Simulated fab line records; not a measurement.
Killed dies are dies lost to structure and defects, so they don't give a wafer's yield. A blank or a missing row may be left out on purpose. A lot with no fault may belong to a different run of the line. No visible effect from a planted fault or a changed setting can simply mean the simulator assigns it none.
A struck lot beside a sound one || flow n5 finfet || 17 steps out of a route of 1938
Sound: wafers L321.2, L321.4, L321.6. Struck: wafer L331.1 (L331.2, L331.6, from the same lot, were not struck and are left out); the cause is given at the end.
At each step with rows: each side's tool, then ch and its chambers, then its first start. Under that, the readings that differ: sound wafers || struck wafers || difference of the means || sigmas: that difference in standard deviations of wafers without a fault.
alike: a reading whose means differ by less than 2 such deviations, as well as words and numbers matching on both sides. not compared: withheld readings; readings where some wafer has no value; bounds like >300 that might hide an equal value; numbers whose values overlap and for which the record gives no deviation.
Wherever a step has rows on one side only, a row that says differs or no value, or a row with sigmas, the two part there. Numbers that have no deviation but don't overlap get no sigmas and don't part them. A reading missing from all wafers of one side parts the sides only when that side holds two or more wafers.

first, 3 steps without rows for these wafers: N5_HKMG_FIN_WET_ETCH_65 (etches a-Si in TMAH, stops on TiN, time 49 s, target depth 3 nm); N5_HKMG_FIN_WET_ETCH_81 (etches TiN in SC1, stops on HfO2, time 57 s, target depth 6 nm); N5_HKMG_FIN_WET_ETCH_82 (etches La2O3 in dHCl, stops on HfO2, target depth 2 nm, rinse time 30 s).
N5_HKMG_FIN_ALD_36: deposits TiN, target thk 1 nm, pulse time 1 s, purge time 3 s.
  sound on ald metal-01 ch 0,2, day 5 15:32; struck on ald metal-02 ch 0, day 8 02:42
{"reading": "heater power w (W)", "sound": "886 902 995", "struck": 779, "difference": -149, "sigmas": -2}
  alike: precursor pulse height rel, susceptor temp C
  not compared: since wet clean h
N5_HKMG_FIN_THK_MEAS_70: measures by xrf.
  sound on film metro-02 at day 5 15:49; struck on film metro-01 at day 8 02:59
  alike: HK_THK
N5_HKMG_FIN_PWFM_ALD_03: deposits TiN, target thk 2 nm, pulse time 1 s, purge time 3 s.
  sound on ald metal-04 ch 0,1,3, day 5 15:52; struck on ald metal-01 ch 2, day 8 03:01
{"reading": "susceptor temp C (C)", "sound": "400.35 400.35 399.93", "struck": 399.77, "difference": -0.44, "sigmas": -2}
  alike: heater power w, precursor pulse height rel
  not compared: since wet clean h
then, 6 steps without rows for these wafers: N5_HKMG_FIN_COAT_29 (time 60 s, resist thk 300 nm); N5_HKMG_FIN_COAT_30 (time 60 s, resist thk 35 nm); N5_HKMG_FIN_COAT_06 (resist thk 90 nm); N5_HKMG_FIN_EBR_08; N5_HKMG_FIN_SOFTBAKE_07 (time 60 s); N5_HKMG_FIN_EXPOSE_09 (exposes mask NWFM).
N5_HKMG_FIN_PEB_10: peb time 60 s.
  sound on litho track-01 ch 0, day 5 16:30; struck on litho track-02 ch 0, day 8 03:47
then, 1 step without rows for these wafers: N5_HKMG_FIN_DEVELOP_11 (develop time 30 s).
N5_HKMG_FIN_CD_MEAS_12: the cd target is 92.8 nm.
  sound on cd sem-03 ch 0, day 5 16:34; struck on cd sem-03 ch 0, day 8 03:51
{"reading": "cd nm (nm)", "sound": "93.6 93.0 92.6", "struck": 88.6, "difference": -4.5, "sigmas": -8}
N5_HKMG_FIN_OVL_MEAS_13:
  sound on overlay-02 ch 0, day 5 16:36; struck on overlay-02 ch 0, day 8 03:53
  alike: NWFM_OVL
-- record jumps: 4 days separate the struck wafers' starts on either side; left off in module HKMG_FIN, taken up again in module BEOL_M4, whose first shown step is the route's number 1111 --
N5_BEOL_M4_RC_MEAS_101:
  sound on prober-01 ch 0, day 9 10:13; struck on prober-01 ch 0, day 12 05:11
{"reading": "DIBL_N (mV/V)", "sound": "36.9 35.1 36.3", "struck": 39.0, "difference": "+2.9", "sigmas": "+2"}
  alike: DIBL_P, IOFF_N, IOFF_P, ION_N, ION_P, SS_N, SS_P, VT_N, VT_P

## WHERE THEY PART
Earliest at N5_HKMG_FIN_ALD_36; latest, in this record, at N5_BEOL_M4_RC_MEAS_101.

WHY: what the simulator had put in
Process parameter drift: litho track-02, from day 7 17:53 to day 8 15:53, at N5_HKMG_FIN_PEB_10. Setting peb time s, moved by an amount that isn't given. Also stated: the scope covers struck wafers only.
